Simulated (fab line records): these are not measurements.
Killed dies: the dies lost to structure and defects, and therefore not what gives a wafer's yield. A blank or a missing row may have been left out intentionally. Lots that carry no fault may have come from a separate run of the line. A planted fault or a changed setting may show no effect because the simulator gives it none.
Chamber matching / flow nandHarc / NHARC_A_BLC_ALD_23 on aldMetal-02: 4 sister chambers
The step deposits TiN, target thk 3 nm, pulse time 1 s, ald cycles 150. 8 wafers are shown with their chamber, then 11 later ones without.

WAFERS PAIRED WITH THEIR CHAMBERS
wafer=L083.2; chamber=2; heaterPowerW (W)=1156; precursorPulseHeightRel=0.992
wafer=L083.6; chamber=2; heaterPowerW (W)=1104; precursorPulseHeightRel=1.019
wafer=L087.5; chamber=1; heaterPowerW (W)=1005; precursorPulseHeightRel=1.036
wafer=L086.2; chamber=1; heaterPowerW (W)=1020; precursorPulseHeightRel=1.007
wafer=L088.2; chamber=0; heaterPowerW (W)=1126; precursorPulseHeightRel=0.996
wafer=L088.4; chamber=3; heaterPowerW (W)=1177; precursorPulseHeightRel=1.009
wafer=L088.6; chamber=3; heaterPowerW (W)=1162; precursorPulseHeightRel=0.989
wafer=L093.1; chamber=0; heaterPowerW (W)=1152; precursorPulseHeightRel=0.996

WAFERS WHOSE CHAMBER IS MISSING
wafer=L093.2; heaterPowerW (W)=1136; precursorPulseHeightRel=1.015
wafer=L093.3; heaterPowerW (W)=1180; precursorPulseHeightRel=1.027
wafer=L092.1; heaterPowerW (W)=1135; precursorPulseHeightRel=1.006
wafer=L092.3; heaterPowerW (W)=1186; precursorPulseHeightRel=0.989
wafer=L092.5; heaterPowerW (W)=1013; precursorPulseHeightRel=1.019
wafer=L094.3; heaterPowerW (W)=1149; precursorPulseHeightRel=1.011
wafer=L094.4; heaterPowerW (W)=999; precursorPulseHeightRel=0.999
wafer=L094.6; heaterPowerW (W)=1176; precursorPulseHeightRel=0.996
wafer=L096.1; heaterPowerW (W)=1182; precursorPulseHeightRel=1.009
wafer=L096.4; heaterPowerW (W)=1034; precursorPulseHeightRel=1.005
wafer=L096.6; heaterPowerW (W)=1157; precursorPulseHeightRel=0.976

WHICH CHAMBER EACH ONE RAN IN
wafer=L093.2; from the rows above=can't be placed: 2 or 0 or 3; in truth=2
wafer=L093.3; from the rows above=can't be placed: 3 or 2 or 0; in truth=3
wafer=L092.1; from the rows above=can't be placed: 2 or 0 or 3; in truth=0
wafer=L092.3; from the rows above=can't be placed: 3 or 0 or 2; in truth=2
wafer=L092.5; from the rows above=1; in truth=1
wafer=L094.3; from the rows above=can't be placed: 2 or 0 or 3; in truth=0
wafer=L094.4; from the rows above=1; in truth=1
wafer=L094.6; from the rows above=can't be placed: 3 or 0 or 2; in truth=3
wafer=L096.1; from the rows above=can't be placed: 3 or 0 or 2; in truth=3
wafer=L096.4; from the rows above=1; in truth=1
wafer=L096.6; from the rows above=can't be placed: 0 or 3 or 2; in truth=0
3 of 11 placed correctly. Unplaceable from these rows: 8, with the true chamber sitting among the candidates in 8. Wrongly placed: 0.
How it was worked out, from the rows above alone: a wafer's distance from a chamber is the root of the sum, over the readings, of the square of ((its reading less the chamber's mean) divided by the reading's scatter). If the next closest chamber is less than 2 further off than the closest, the wafer can't be placed; otherwise it belongs to the closest. For every chamber, the mean is computed from those of its wafers that are shown. The scatter: take each reading less its chamber's mean, square it, sum over the shown wafers, divide by the number of wafers less the number of chambers, and take the root.
